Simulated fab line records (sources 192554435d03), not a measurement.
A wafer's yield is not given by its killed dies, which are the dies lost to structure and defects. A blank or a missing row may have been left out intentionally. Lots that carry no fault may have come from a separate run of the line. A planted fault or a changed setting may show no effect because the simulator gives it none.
fab line records | flow n5Finfet
[record] lots = 9 | wafers = 24 | lastDay = 17
route steps=1938 shown PMOS_HMC_CHANNEL_EPI@57 FIN_SAQP@113 FIN_CUT@165 BEOL_M4@1111 PASSIVATION@1936
lots that met no fault: taken from a fault-free run of the same line
startH: hours from the record's opening day to when the first of the lot's shown wafers began | waitH: hours from the lot's prior step to this one | " same as the row above | L1.1+2: one row covering several wafers at once | - no value, or no start given | * or withheld: withheld | < > ~ a bound
route shown NAME@n: names a module that has steps shown in the file, with the first one's number in the route | usual: mean/standard deviation taken from wafers without a fault | same: alike in all rows | chamber/n: place in a boat | sites: readings site by site | _std_site: their standard deviation | _edge_site: outer sites' mean less inner sites' | radiusMm: for every site, how far away it sits from the centre of the wafer | mask NAME#n: copy n | behind: the tool/chamber that last shaped the wafer | hold: what put the lot on hold/how long, in hours/how the hold closed | device: which transistor (n, p or np) failed to switch | end of line: tests of these same wafers at the route's end | a step given without rows: its recipe and nothing more | killed: dies that structure and defects cost at the first sort, which is not the same as the wafer's yield | map: per-die view of a wafer (x killed, . not killed, _ where there is no die)
set.NAME: the setting that was run; set.NAME@STEP: the one run at that earlier step | model.NAME: the simulator's own value behind a step, which no gauge read
the route's steps for a sample of lots (tables are steps, rows are wafers)
services: the hour from which a tool's chamber was out of use, counted from the record's first day as startH (under 0 if before that day), plus the number of hours and why
[[steps]]
[step N5_PMOS_HMC_CHANNEL_EPI_HM_DEP_34]
[recipe] material = SiO2 | targetThkA = 360 | tempC = 400 | precursor = TEOS/O2 | pressureTorr = 6.5 | rfW = 900 | teosFlowSccm = 161.4 | gas = O2 | flowSccm = 2650 | timeS = 6.9
[usual] chamberPressureTorr = 6.503/0.013 | heaterPowerW = 528/57 | showerheadPlenumPTorr = 8.36/0.036 | throttleValvePct = 18.6/0.98
[same] timeS = 6.9
lot.wafer | tool     | chamber | startH | waitH | chamberPressureTorr | heaterPowerW | showerheadPlenumPTorr | throttleValvePct
L518.2    | pecvd-01 | 2       | 22.59  | 0.0   | 6.506               | 478          | 8.38                  | 19.0
L518.6    | "        | 0       | "      | "     | 6.500               | 467          | 8.39                  | 17.4
L519.2    | pecvd-02 | 1       | 29.09  | 0.0   | 6.510               | 589          | 8.37                  | 18.7
L519.4    | "        | 2       | "      | "     | 6.499               | 555          | 8.37                  | 18.3
L520.2    | pecvd-01 | 0       | 34.74  | 0.0   | 6.511               | 520          | 8.38                  | 17.2
L520.3    | "        | 2       | "      | "     | 6.504               | 527          | 8.37                  | 18.7
L523.1    | pecvd-01 | 0       | 52.72  | 0.0   | 6.528               | 548          | 8.38                  | 17.5
L523.5    | "        | 1       | "      | "     | 6.488               | 565          | 8.28                  | 18.8
L523.6    | "        | 0       | "      | "     | 6.513               | 520          | 8.41                  | 17.5
L526.1    | pecvd-02 | 0       | 70.95  | 0.0   | 6.509               | 431          | 8.34                  | 20.2
L526.2    | "        | 2       | "      | "     | 6.497               | 467          | 8.35                  | 17.9
L526.5    | "        | 2       | "      | "     | 6.524               | 473          | 8.35                  | 18.0
L531.3    | pecvd-01 | 2       | 100.94 | 0.0   | 6.516               | 586          | 8.39                  | 19.1
L531.5    | "        | 0       | "      | "     | 6.487               | 549          | 8.39                  | 17.5
L531.6    | "        | 1       | "      | "     | 6.497               | 543          | 8.28                  | 18.6
L536.1    | pecvd-04 | 0       | 130.99 | 0.0   | 6.506               | 548          | 8.40                  | 17.2
L536.2    | "        | 1       | "      | "     | 6.489               | 593          | 8.41                  | 19.6
L536.3    | "        | 2       | "      | "     | 6.503               | 700          | 8.33                  | 16.2
L538.1    | pecvd-01 | 0       | 143.17 | 0.0   | 6.502               | 449          | 8.39                  | 17.8
L538.3    | "        | 1       | "      | "     | 6.496               | 473          | 8.27                  | 18.7
L538.6    | "        | 1       | "      | "     | 6.516               | 483          | 8.29                  | 18.9
L540.1    | pecvd-01 | 0       | 155.09 | 0.0   | 6.508               | 509          | 8.39                  | 17.6
L540.3    | "        | 2       | "      | "     | 6.512               | 595          | 8.36                  | 19.0
L540.6    | "        | 2       | "      | "     | 6.480               | 607          | 8.36                  | 18.8
[step N5_PMOS_HMC_CHANNEL_EPI_INSPECT_11]
[recipe] mode = adi | inspectInstrument = macro
[usual] rawDefectCount = 2.0/1.5
lot.wafer | tool             | chamber | startH | waitH | rawDefectCount
L518.2    | defectInspect-02 | -       | 22.93  | 0.0   | 3
L518.6    | "                | -       | "      | "     | 0
L519.2    | defectInspect-02 | -       | 29.55  | 0.0   | 3
L519.4    | "                | -       | "      | "     | 1
L520.2    | defectInspect-02 | -       | 35.20  | 0.0   | 3
L520.3    | "                | -       | "      | "     | 2
L523.1    | defectInspect-01 | -       | 53.05  | 0.0   | 3
L523.5    | "                | -       | "      | "     | 0
L523.6    | "                | -       | "      | "     | 4
L526.1    | defectInspect-02 | -       | 71.30  | 0.0   | 1
L526.2    | "                | -       | "      | "     | 7
L526.5    | "                | -       | "      | "     | 1
L531.3    | defectInspect-02 | -       | 101.40 | 0.0   | 3
L531.5    | "                | -       | "      | "     | 3
L531.6    | "                | -       | "      | "     | 0
L536.1    | defectInspect-01 | -       | 131.32 | 0.0   | 1
L536.2    | "                | -       | "      | "     | 0
L536.3    | "                | -       | "      | "     | 1
L538.1    | defectInspect-01 | -       | 143.63 | 0.0   | 1
L538.3    | "                | -       | "      | "     | 2
L538.6    | "                | -       | "      | "     | 1
L540.1    | defectInspect-02 | -       | 155.44 | 0.0   | 1
L540.3    | "                | -       | "      | "     | 0
L540.6    | "                | -       | "      | "     | 2
[step N5_PMOS_HMC_CHANNEL_EPI_FIN_RECESS_16]
[recipe] chemistry = HBr/Cl2 | target = Si | maskMaterial = SiO2 | targetDepthA = 540 | timeS = 18 | pressureMtorr = 10 | icpW = 800 | biasW = 75 | HBr_flow_sccm = 150 | Cl2_flow_sccm = 80
[usual] drypumpMotorCurrentA = 5.9/0.41 | heBacksideLeakSccm = 2.8/0.36 | oesProductAu = 1.013/0.014 | throttleValvePct = 35.6/0.44
[same] timeS = 18
lot.wafer | tool     | chamber | startH | waitH | drypumpMotorCurrentA | heBacksideLeakSccm | oesProductAu | rfHoursCounterH | throttleValvePct
L518.2    | rieSi-01 | 2       | 23.89  | 0.0   | 5.9                  | 2.7                | 1.022        | 162             | 34.9
L518.6    | "        | 0       | "      | "     | 6.0                  | 2.8                | 1.015        | -               | 35.6
L519.2    | rieSi-06 | 3       | 30.35  | 0.0   | 5.3                  | 2.9                | 1.015        | 16              | 35.4
L519.4    | "        | 0       | "      | "     | 6.6                  | 3.3                | 1.035        | 113             | 36.4
L520.2    | rieSi-01 | 2       | 35.70  | 0.0   | 5.9                  | 2.6                | 1.017        | 162             | 34.9
L520.3    | "        | 0       | "      | "     | 6.0                  | 2.8                | 1.028        | 143             | 35.7
L523.1    | rieSi-06 | 3       | 53.57  | 0.0   | 5.3                  | 3.1                | 1.007        | 16              | 35.4
L523.5    | "        | 3       | "      | "     | 5.3                  | 3.1                | 1.015        | -               | 35.4
L523.6    | "        | 2       | "      | "     | 5.8                  | 3.2                | 0.997        | -               | 35.8
L526.1    | rieSi-01 | 0       | 71.79  | 0.0   | 6.0                  | 2.7                | 1.034        | 144             | 35.6
L526.2    | "        | 1       | "      | "     | 5.6                  | 2.9                | 1.004        | 159             | 35.9
L526.5    | "        | 1       | "      | "     | 5.6                  | 3.1                | 1.006        | -               | 35.9
L531.3    | rieSi-01 | 1       | 102.07 | 0.0   | 5.6                  | 3.1                | 1.019        | 159             | 35.9
L531.5    | "        | 3       | "      | "     | 5.6                  | 2.7                | 1.032        | -               | 35.7
L531.6    | "        | 2       | "      | "     | 5.9                  | 2.8                | 1.010        | -               | 34.9
L536.1    | rieSi-02 | 3       | 132.02 | 0.0   | 6.4                  | 2.4                | 1.010        | 38              | 36.0
L536.2    | "        | 2       | "      | "     | 5.6                  | 3.5                | 1.010        | 178             | 35.6
L536.3    | "        | 1       | "      | "     | 6.3                  | 2.2                | 0.994        | 1               | 34.7
L538.1    | rieSi-02 | 3       | 144.14 | 0.0   | 6.4                  | 2.3                | 1.003        | 38              | 36.0
L538.3    | "        | 1       | "      | "     | 6.4                  | 2.4                | 0.992        | 1               | 34.7
L538.6    | "        | 3       | "      | "     | 6.4                  | 2.2                | 1.001        | -               | 36.0
L540.1    | rieSi-02 | 2       | 155.93 | 0.0   | 5.6                  | 3.5                | 1.018        | 179             | 35.6
L540.3    | "        | 3       | "      | "     | 6.4                  | 2.2                | 1.012        | 38              | 36.0
L540.6    | "        | 1       | "      | "     | 6.3                  | 2.3                | 0.993        | -               | 34.7
[step N5_PMOS_HMC_CHANNEL_EPI_PRECLEAN_37]
[recipe] chemistry = O3/DIW | timeS = 45 | tempC = 22 | o3Ppm = 10
[same] timeS = 45
lot.wafer  | tool        | chamber | startH | waitH
L518.2+6   | wetBench-03 | 0,3     | 26.18  | 0.0
L519.2+4   | wetBench-06 | 1,2     | 32.20  | 0.0
L520.2+3   | wetBench-06 | 2,4     | 37.64  | 0.0
L523.1+5+6 | wetBench-05 | 4,0,7   | 55.43  | 0.0
L526.1+2+5 | wetBench-06 | 2,4,5   | 73.64  | 0.0
L531.3+5+6 | wetBench-06 | 3,7,0   | 104.31 | 0.0
L536.1+2+3 | wetBench-03 | 7,5,1   | 134.38 | 0.0
L538.1+3+6 | wetBench-05 | 0,7,1   | 145.99 | 0.0
L540.1+3+6 | wetBench-05 | 0,1,2   | 157.77 | 0.0
[step N5_PMOS_HMC_CHANNEL_EPI_INSPECT_30]
[recipe] inspectInstrument = darkfield | mode = postEpi
[usual] rawDefectCount = 19/6.5
lot.wafer | tool             | chamber | startH | waitH | rawDefectCount
L518.2    | defectInspect-02 | -       | 26.62  | 0.0   | 26
L518.6    | "                | -       | "      | "     | 19
L519.2    | defectInspect-01 | -       | 32.64  | 0.0   | 9
L519.4    | "                | -       | "      | "     | 15
L520.2    | defectInspect-02 | -       | 38.10  | 0.0   | 17
L520.3    | "                | -       | "      | "     | 22
L523.1    | defectInspect-01 | -       | 55.87  | 0.0   | 19
L523.5    | "                | -       | "      | "     | 39
L523.6    | "                | -       | "      | "     | 15
L526.1    | defectInspect-02 | -       | 74.18  | 0.0   | 458
L526.2    | "                | -       | "      | "     | 420
L526.5    | "                | -       | "      | "     | 427
L531.3    | defectInspect-01 | -       | 104.75 | 0.0   | 427
L531.5    | "                | -       | "      | "     | 473
L531.6    | "                | -       | "      | "     | 476
L536.1    | defectInspect-01 | -       | 134.92 | 0.0   | 14
L536.2    | "                | -       | "      | "     | 20
L536.3    | "                | -       | "      | "     | 11
L538.1    | defectInspect-02 | -       | 146.84 | 0.0   | 19
L538.3    | "                | -       | "      | "     | 27
L538.6    | "                | -       | "      | "     | 18
L540.1    | defectInspect-02 | -       | 158.31 | 0.0   | 26
L540.3    | "                | -       | "      | "     | 23
L540.6    | "                | -       | "      | "     | 14
[step N5_FIN_SAQP_INSPECT_18]
[recipe] mode = adi | inspectInstrument = brightfield
[usual] rawDefectCount = 412/120
lot.wafer | tool             | chamber | startH | waitH | rawDefectCount
L518.2    | defectInspect-02 | -       | 28.13  | 0.0   | 329
L518.6    | "                | -       | "      | "     | 499
L519.2    | defectInspect-02 | -       | 34.06  | 0.0   | 497
L519.4    | "                | -       | "      | "     | 352
L520.2    | defectInspect-02 | -       | 39.54  | 0.0   | 289
L520.3    | "                | -       | "      | "     | 343
L523.1    | defectInspect-01 | -       | 57.43  | 0.0   | 375
L523.5    | "                | -       | "      | "     | 287
L523.6    | "                | -       | "      | "     | 376
L526.1    | defectInspect-01 | -       | 75.43  | 0.0   | 1013
L526.2    | "                | -       | "      | "     | 823
L526.5    | "                | -       | "      | "     | 831
L531.3    | defectInspect-01 | -       | 106.13 | 0.0   | 648
L531.5    | "                | -       | "      | "     | 775
L531.6    | "                | -       | "      | "     | 751
L536.1    | defectInspect-02 | -       | 136.35 | 0.0   | 271
L536.2    | "                | -       | "      | "     | 338
L536.3    | "                | -       | "      | "     | 356
L538.1    | defectInspect-02 | -       | 148.64 | 0.0   | 501
L538.3    | "                | -       | "      | "     | 329
L538.6    | "                | -       | "      | "     | 448
L540.1    | defectInspect-02 | -       | 159.85 | 0.0   | 443
L540.3    | "                | -       | "      | "     | 385
L540.6    | "                | -       | "      | "     | 282
[step N5_FIN_SAQP_INSPECT_40]
[recipe] inspectInstrument = brightfield | mode = aei
[usual] rawDefectCount = 209/61
lot.wafer | tool             | chamber | startH | waitH | rawDefectCount
L518.2    | defectInspect-02 | -       | 32.65  | 0.0   | 171
L518.6    | "                | -       | "      | "     | 192
L519.2    | defectInspect-01 | -       | 38.57  | 0.0   | 151
L519.4    | "                | -       | "      | "     | 117
L520.2    | defectInspect-02 | -       | 45.91  | 0.0   | 123
L520.3    | "                | -       | "      | "     | 186
L523.1    | defectInspect-01 | -       | 61.98  | 0.0   | 176
L523.5    | "                | -       | "      | "     | 239
L523.6    | "                | -       | "      | "     | 256
L526.1    | defectInspect-02 | -       | 80.88  | 0.0   | 696
L526.2    | "                | -       | "      | "     | 588
L526.5    | "                | -       | "      | "     | 699
L531.3    | defectInspect-01 | -       | 110.86 | 0.0   | 561
L531.5    | "                | -       | "      | "     | 611
L531.6    | "                | -       | "      | "     | 609
L536.1    | defectInspect-02 | -       | 141.00 | 0.0   | 106
L536.2    | "                | -       | "      | "     | 182
L536.3    | "                | -       | "      | "     | 141
L538.1    | defectInspect-01 | -       | 153.62 | 0.0   | 245
L538.3    | "                | -       | "      | "     | 170
L538.6    | "                | -       | "      | "     | 173
L540.1    | defectInspect-01 | -       | 164.14 | 0.0   | 223
L540.3    | "                | -       | "      | "     | 230
L540.6    | "                | -       | "      | "     | 170
[step N5_FIN_CUT_INSPECT_10]
[recipe] mode = adi | inspectInstrument = brightfield
[usual] rawDefectCount = 38/9.3
lot.wafer | tool             | chamber | startH | waitH | rawDefectCount
L518.2    | defectInspect-01 | -       | 33.04  | 0.0   | 43
L518.6    | "                | -       | "      | "     | 31
L519.2    | defectInspect-02 | -       | 39.09  | 0.0   | 23
L519.4    | "                | -       | "      | "     | 25
L520.2    | defectInspect-02 | -       | 46.43  | 0.0   | 24
L520.3    | "                | -       | "      | "     | 46
L523.1    | defectInspect-01 | -       | 62.50  | 0.1   | 26
L523.5    | "                | -       | "      | "     | 49
L523.6    | "                | -       | "      | "     | 44
L526.1    | defectInspect-01 | -       | 81.27  | 0.1   | 471
L526.2    | "                | -       | "      | "     | 431
L526.5    | "                | -       | "      | "     | 450
L531.3    | defectInspect-01 | -       | 111.25 | 0.0   | 435
L531.5    | "                | -       | "      | "     | 474
L531.6    | "                | -       | "      | "     | 490
L536.1    | defectInspect-01 | -       | 141.40 | 0.1   | 24
L536.2    | "                | -       | "      | "     | 36
L536.3    | "                | -       | "      | "     | 36
L538.1    | defectInspect-02 | -       | 154.01 | 0.1   | 59
L538.3    | "                | -       | "      | "     | 29
L538.6    | "                | -       | "      | "     | 32
L540.1    | defectInspect-02 | -       | 164.53 | 0.1   | 37
L540.3    | "                | -       | "      | "     | 39
L540.6    | "                | -       | "      | "     | 36
[step N5_BEOL_M4_RC_MEAS_101]
[usual] DIBL_N = 37.5/2 | DIBL_P = 37.5/2.5 | IOFF_N = 0.18/0.042 | IOFF_P = 0.24/0.046 | ION_N = 677/15 | ION_P = 464/9.5 | SS_N = 72.0/0.76 | SS_P = 73.6/0.79 | VT_N = 249/3.5 | VT_P = -249/3.2
lot.wafer | tool      | chamber | startH | waitH | DIBL_N[mV/V] | DIBL_P[mV/V] | IOFF_N[nA/um] | IOFF_P[nA/um] | ION_N[uA/um] | ION_P[uA/um] | SS_N[mV/dec] | SS_P[mV/dec] | VT_N[mV] | VT_P[mV]
L518.2    | prober-02 | 0       | 170.18 | 0.2   | 37.0         | 38.6         | 0.17          | 0.23          | 691          | 466          | 72.8         | 74.1         | 247      | -251
L518.6    | "         | 0       | "      | "     | 38.1         | 39.7         | 0.18          | 0.26          | 667          | 458          | 72.8         | 74.7         | 251      | -249
L519.2    | prober-01 | 0       | 173.71 | 0.2   | 34.7         | 34.3         | 0.14          | 0.18          | 698          | 476          | 71.2         | 72.8         | 254      | -251
L519.4    | "         | 0       | "      | "     | 38.8         | 37.2         | 0.21          | 0.21          | 670          | 459          | 73.5         | 73.6         | 247      | -253
L520.2    | prober-01 | 0       | 181.31 | 0.2   | 36.9         | 37.5         | 0.16          | 0.20          | 657          | 451          | 72.8         | 73.8         | 251      | -256
L520.3    | "         | 0       | "      | "     | 37.5         | 39.2         | 0.18          | 0.23          | 670          | 455          | 72.1         | 74.4         | 249      | -250
L523.1    | prober-02 | 0       | 202.69 | 0.0   | 37.3         | 36.9         | 0.17          | 0.24          | 678          | 469          | 71.4         | 74.0         | 249      | -249
L523.5    | "         | 0       | "      | "     | 39.1         | 38.0         | 0.20          | 0.26          | 684          | 472          | 72.7         | 74.2         | 248      | -247
L523.6    | "         | 0       | "      | "     | 34.8         | 35.0         | 0.13          | 0.23          | 650          | 454          | 71.0         | 74.0         | 250      | -248
L526.1    | prober-02 | 0       | 221.05 | 0.0   | 38.8         | 39.8         | 0.21          | 0.29          | 691          | 475          | 71.1         | 74.3         | 243      | -242
L526.2    | "         | 0       | "      | "     | 38.0         | 37.3         | 0.18          | 0.24          | 677          | 465          | 71.7         | 73.2         | 252      | -247
L526.5    | "         | 0       | "      | "     | 39.1         | 39.7         | 0.19          | 0.28          | 667          | 468          | 71.3         | 74.1         | 247      | -245
L531.3    | prober-02 | 0       | 245.03 | 0.3   | 36.6         | 36.4         | 0.17          | 0.23          | 679          | 466          | 72.4         | 72.9         | 253      | -248
L531.5    | "         | 0       | "      | "     | 39.6         | 38.8         | 0.26          | 0.28          | 677          | 460          | 73.7         | 73.7         | 247      | -246
L531.6    | "         | 0       | "      | "     | 34.4         | 33.9         | 0.14          | 0.20          | 685          | 464          | 71.8         | 72.4         | 250      | -251
L536.1    | prober-01 | 0       | 291.42 | 0.5   | 36.3         | 37.2         | 0.17          | 0.24          | 693          | 480          | 70.8         | 72.9         | 248      | -247
L536.2    | "         | 0       | "      | "     | 35.6         | 35.8         | 0.15          | 0.22          | 665          | 466          | 71.5         | 72.4         | 248      | -248
L536.3    | "         | 0       | "      | "     | 40.4         | 39.2         | 0.25          | 0.27          | 676          | 461          | 73.2         | 73.8         | 248      | -244
L538.1    | prober-02 | 0       | 294.48 | 0.0   | 39.4         | 38.3         | 0.23          | 0.24          | 708          | 470          | 72.3         | 74.6         | 244      | -249
L538.3    | "         | 0       | "      | "     | 37.3         | 34.9         | 0.18          | 0.19          | 685          | 465          | 71.6         | 72.8         | 248      | -250
L538.6    | "         | 0       | "      | "     | 37.4         | 36.5         | 0.18          | 0.20          | 693          | 467          | 72.1         | 73.8         | 247      | -251
L540.1    | prober-02 | 0       | 307.06 | 0.0   | 37.1         | 36.8         | 0.19          | 0.20          | 668          | 454          | 72.8         | 73.0         | 248      | -253
L540.3    | "         | 0       | "      | "     | 35.2         | 35.5         | 0.13          | 0.18          | 659          | 452          | 71.5         | 73.1         | 251      | -253
L540.6    | "         | 0       | "      | "     | 38.5         | 38.6         | 0.20          | 0.23          | 673          | 457          | 72.3         | 74.2         | 248      | -249
[step N5_PASSIVATION_PROBE_49]
[usual] defectLimitedYield = 91.8/1.5 | killed_at_M0_to_M3 = 33/11 | killed_at_M4_up = 13/5 | killedAtContacts = 11/5.6 | killedAtFrontEnd = 36/12 | killedAtOther = 3.4/2.5 | killedDies = 97/18 | killedOpen = 64/13 | killedShort = 31/6.9 | sort_bin_5_function = 4.8/1 | sort_bin_6_memory = 3.1/0.64 | sort_bin_8_speed = 0.00/0.014 | sortNPass = 1083/18 | sortYieldPct = 91.8/1.5
[same] grossDies = 1180 | killedAtBackSide = 0 | sort_bin_4_leakage[%] = 0
lot.wafer | tool      | chamber | startH | waitH | defectLimitedYield[%] | killed_at_M0_to_M3 | killed_at_M4_up | killedAtContacts | killedAtFrontEnd | killedAtOther | killedDies | killedOpen | killedShort | sort_bin_5_function[%] | sort_bin_6_memory[%] | sort_bin_8_speed[%] | sortNPass | sortYieldPct[%]
L519.2    | prober-01 | -       | 279.25 | 0.1   | 93.2                  | 24                 | 14              | 8                | 28               | 6             | 80         | 57         | 22          | 3.5                    | 2.8                  | 0.08                | 1100      | 93.2
L519.4    | prober-01 | -       | 279.35 | 0.2   | 92.8                  | 27                 | 12              | 12               | 32               | 2             | 85         | 59         | 24          | 4.2                    | 3.0                  | 0                   | 1095      | 92.8
L520.2    | prober-01 | -       | 286.15 | 0.1   | 92.0                  | 41                 | 12              | 7                | 26               | 8             | 94         | 64         | 30          | 4.3                    | 3.4                  | 0                   | 1086      | 92.0
L520.3    | prober-01 | -       | 286.20 | 0.1   | 91.7                  | 38                 | 17              | 3                | 32               | 8             | 98         | 65         | 33          | 5.3                    | 2.8                  | 0                   | 1082      | 91.7
L526.1    | prober-02 | -       | 325.74 | 0.0   | 83.3                  | 24                 | 20              | 8                | 142              | 3             | 197        | 55         | 25          | 11.7                   | 3.7                  | 0                   | 983       | 83.3
L526.2    | prober-02 | -       | 325.79 | 0.1   | 86.2                  | 21                 | 15              | 11               | 116              | 0             | 163        | 44         | 27          | 8.9                    | 3.1                  | 0                   | 1017      | 86.2
L526.5    | prober-02 | -       | 325.94 | 0.2   | 81.5                  | 47                 | 12              | 16               | 141              | 2             | 218        | 65         | 40          | 12.2                   | 4.7                  | 0                   | 962       | 81.5
L531.3    | prober-02 | -       | 355.45 | 0.1   | 83.1                  | 27                 | 8               | 3                | 160              | 1             | 199        | 47         | 22          | 10.4                   | 3.5                  | 0                   | 981       | 83.1
L531.5    | prober-02 | -       | 355.55 | 0.2   | 85.6                  | 29                 | 15              | 5                | 120              | 1             | 170        | 52         | 29          | 8.4                    | 3.6                  | 0                   | 1010      | 85.6
L531.6    | prober-02 | -       | 355.60 | 0.3   | 84.4                  | 24                 | 13              | 3                | 138              | 6             | 184        | 43         | 28          | 9.5                    | 3.7                  | 0                   | 996       | 84.4
L538.1    | prober-01 | -       | 393.27 | 0.0   | 90.1                  | 35                 | 15              | 24               | 42               | 1             | 117        | 77         | 39          | 6.3                    | 3.3                  | 0                   | 1063      | 90.1
L538.3    | prober-01 | -       | 393.37 | 0.1   | 89.9                  | 38                 | 18              | 21               | 38               | 4             | 119        | 83         | 35          | 6.2                    | 3.6                  | 0                   | 1061      | 89.9
L538.6    | prober-01 | -       | 393.52 | 0.3   | 92.2                  | 23                 | 10              | 18               | 40               | 1             | 92         | 55         | 37          | 4.3                    | 3.4                  | 0                   | 1088      | 92.2
// killed by level:class
L519.2 BEOL_M3:geometricParticle:open=10 FIN_SAQP:geometricParticle:open=9 BEOL_M0_SAQP:geometricParticle:short=7 GATE_CUT:geometricParticle:open=5 MOL_CONTACT_COAG:geometricParticle:open=5 DUMMY_GATE:geometricParticle:open=3 MOL_CONTACT_COAG:geometricParticle:short=3 BEOL_M0_SAQP:geometricParticle:open=3
L519.4 MOL_CONTACT_COAG:geometricParticle:open=10 FIN_SAQP:geometricParticle:open=8 BEOL_M0_SAQP:geometricParticle:short=8 FIN_SAQP:geometricParticle:short=5 BEOL_M0_SAQP:geometricParticle:open=5 BEOL_M2:geometricParticle:open=5 BEOL_M7:geometricParticle:open=5 BEOL_M3:geometricParticle:open=4
L520.2 BEOL_M0_SAQP:geometricParticle:short=14 FIN_SAQP:geometricParticle:open=11 BEOL_M0_SAQP:geometricParticle:open=11 BEOL_M3:geometricParticle:open=6 MOL_CONTACT_COAG:geometricParticle:open=5 BEOL_M4:geometricParticle:open=5 GATE_CUT:geometricParticle:short=4 BEOL_M0:geometricParticle:open=4
L520.3 FIN_SAQP:geometricParticle:open=12 BEOL_M0_SAQP:geometricParticle:short=11 BEOL_M0_SAQP:geometricParticle:open=10 BEOL_M4:geometricParticle:open=9 FIN_SAQP:geometricParticle:short=5 BEOL_M2:geometricParticle:open=5 DUMMY_GATE:geometricParticle:open=4 BEOL_M1:geometricParticle:open=4
L526.1 PMOS_HMC_CHANNEL_EPI:unspecified=117 BEOL_M0_SAQP:geometricParticle:open=8 FIN_SAQP:geometricParticle:open=6 FIN_SAQP:geometricParticle:short=6 BEOL_M0_SAQP:geometricParticle:short=5 BEOL_M4:geometricParticle:open=5 STI_FIN_REVEAL:geometricParticle:open=4 BEOL_M5:geometricParticle:open=4
L526.2 PMOS_HMC_CHANNEL_EPI:unspecified=92 FIN_SAQP:geometricParticle:open=8 MOL_CONTACT_COAG:geometricParticle:open=8 STI_FIN_REVEAL:geometricParticle:open=5 BEOL_M0_SAQP:geometricParticle:short=5 BEOL_M4:geometricParticle:open=5 BEOL_M5:geometricParticle:open=4 FIN_SAQP:geometricParticle:short=3
L526.5 PMOS_HMC_CHANNEL_EPI:unspecified=113 BEOL_M0_SAQP:geometricParticle:short=17 MOL_CONTACT_COAG:geometricParticle:open=14 BEOL_M0_SAQP:geometricParticle:open=13 BEOL_M2:geometricParticle:short=7 STI_FIN_REVEAL:geometricParticle:open=6 BEOL_M0:geometricParticle:open=4 BEOL_M4:geometricParticle:open=4
L531.3 PMOS_HMC_CHANNEL_EPI:unspecified=117 HKMG_FIN:areaEtch=13 BEOL_M3:geometricParticle:open=8 STI_FIN_REVEAL:geometricParticle:open=7 BEOL_M0_SAQP:geometricParticle:open=7 FIN_SAQP:geometricParticle:open=5 BEOL_M1:geometricParticle:open=5 FIN_SAQP:geometricParticle:short=3
L531.5 PMOS_HMC_CHANNEL_EPI:unspecified=83 STI_FIN_REVEAL:geometricParticle:open=11 BEOL_M0_SAQP:geometricParticle:short=6 BEOL_M0_SAQP:geometricParticle:open=6 MOL_CONTACT_COAG:geometricParticle:open=5 BEOL_M0:geometricParticle:short=5 BEOL_M3:geometricParticle:open=5 HKMG_FIN:areaEtch=5
L531.6 PMOS_HMC_CHANNEL_EPI:unspecified=112 FIN_SAQP:geometricParticle:open=6 FIN_SAQP:geometricParticle:short=5 BEOL_M0_SAQP:geometricParticle:short=5 BEOL_M0:geometricParticle:open=5 BEOL_M3:geometricParticle:open=5 BEOL_M4:geometricParticle:open=4 GATE_CUT:geometricParticle:short=3
L538.1 MOL_CONTACT_COAG:geometricParticle:open=21 BEOL_M0_SAQP:geometricParticle:short=9 GATE_CUT:geometricParticle:short=9 BEOL_M0_SAQP:geometricParticle:open=8 FIN_SAQP:geometricParticle:open=7 BEOL_M2:geometricParticle:open=7 FIN_SAQP:geometricParticle:short=6 BEOL_M1:geometricParticle:open=6
L538.3 MOL_CONTACT_COAG:geometricParticle:open=20 BEOL_M2:geometricParticle:open=9 GATE_CUT:geometricParticle:short=8 BEOL_M0_SAQP:geometricParticle:open=8 BEOL_M3:geometricParticle:open=7 BEOL_M5:geometricParticle:open=7 FIN_SAQP:geometricParticle:short=5 BEOL_M2:geometricParticle:short=5
L538.6 MOL_CONTACT_COAG:geometricParticle:open=13 FIN_SAQP:geometricParticle:open=12 FIN_SAQP:geometricParticle:short=10 BEOL_M0_SAQP:geometricParticle:short=8 BEOL_M0_SAQP:geometricParticle:open=6 MOL_CONTACT_COAG:geometricParticle:short=5 STI_FIN_REVEAL:geometricParticle:open=4 BEOL_M2:geometricParticle:open=4
[[services]]
tool     | chamber | startH | hours | kind
rieSi-01 | 0       | 24.08  | 8.2   | repair
rieSi-06 | 1       | 39.84  | 10.2  | repair
rieSi-02 | -       | 53.90  | 4.3   | repair
rieSi-06 | 0       | 54.70  | 11.8  | repair
pecvd-02 | 0       | 55.32  | 5.5   | scheduledDown
rieSi-02 | 1       | 58.64  | -     | clean
rieSi-02 | 1       | 58.64  | 18.7  | scheduledDown
rieSi-02 | 1       | 58.64  | 18.7  | ventCycle
rieSi-01 | 2       | 66.03  | 18.4  | repair
pecvd-01 | 2       | 67.70  | 5.5   | scheduledDown
pecvd-02 | 1       | 70.80  | 2.1   | scheduledDown
pecvd-04 | 1       | 72.38  | 11.5  | repair
rieSi-06 | 1       | 78.56  | 15.7  | repair
pecvd-01 | 2       | 87.41  | 2.1   | scheduledDown
rieSi-02 | -       | 89.12  | 0.6   | repair
pecvd-04 | -       | 105.09 | 5.5   | pm
rieSi-01 | -       | 124.96 | 15.6  | pm
pecvd-01 | 0       | 132.88 | 2.1   | scheduledDown
pecvd-04 | -       | 137.74 | 1.3   | repair
pecvd-04 | 2       | 140.57 | 11.5  | repair
rieSi-01 | 2       | 147.21 | 3.1   | repair
pecvd-01 | 1       | 150.37 | 12.9  | repair
rieSi-02 | 0       | 151.61 | 12.7  | repair
pecvd-02 | 1       | 152.91 | 1.9   | repair
[[key]]
[firstSign] step = N5_PMOS_HMC_CHANNEL_EPI_INSPECT_30 | reading = rawDefectCount | direction = up | sigmas = 65 | usual = 19 | struck = 447
[effect] step = N5_FIN_SAQP_INSPECT_18 | reading = rawDefectCount | direction = up | sigmas = 3.4 | usual = 412 | struck = 807
[effect] step = N5_FIN_SAQP_INSPECT_40 | reading = rawDefectCount | direction = up | sigmas = 6.9 | usual = 209 | struck = 627
[effect] step = N5_FIN_CUT_INSPECT_10 | reading = rawDefectCount | direction = up | sigmas = 45 | usual = 38 | struck = 458
[effect] step = N5_PASSIVATION_PROBE_49 | reading = killedAtFrontEnd | direction = up | sigmas = 8.3 | usual = 36 | struck = 136
[moreKillsBornAt] N5_PMOS_HMC_CHANNEL_EPI_PRECLEAN_37@wetBench-06 = 634
metAt N5_PMOS_HMC_CHANNEL_EPI_PRECLEAN_37
struckLots L526,L531
[baselineLoss] step = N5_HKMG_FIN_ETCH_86 | wafers = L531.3
notActingAt N5_PMOS_HMC_CHANNEL_EPI_HM_DEP_34,N5_PMOS_HMC_CHANNEL_EPI_INSPECT_11,N5_PMOS_HMC_CHANNEL_EPI_FIN_RECESS_16
onsetBetween 37.64 73.64
[fault] kind = chamberParticleSource | tool = wetBench-06 | chamber = - | onsetH = 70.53 | steps = N5_PMOS_HMC_CHANNEL_EPI_PRECLEAN_37 | ratePerVisitCm2 = 0.65363 | endH = 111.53
// baselineLoss: these wafers lose ten dies or more at that step, a loss of the line's own and not of a fault; the sort's usual values leave them out
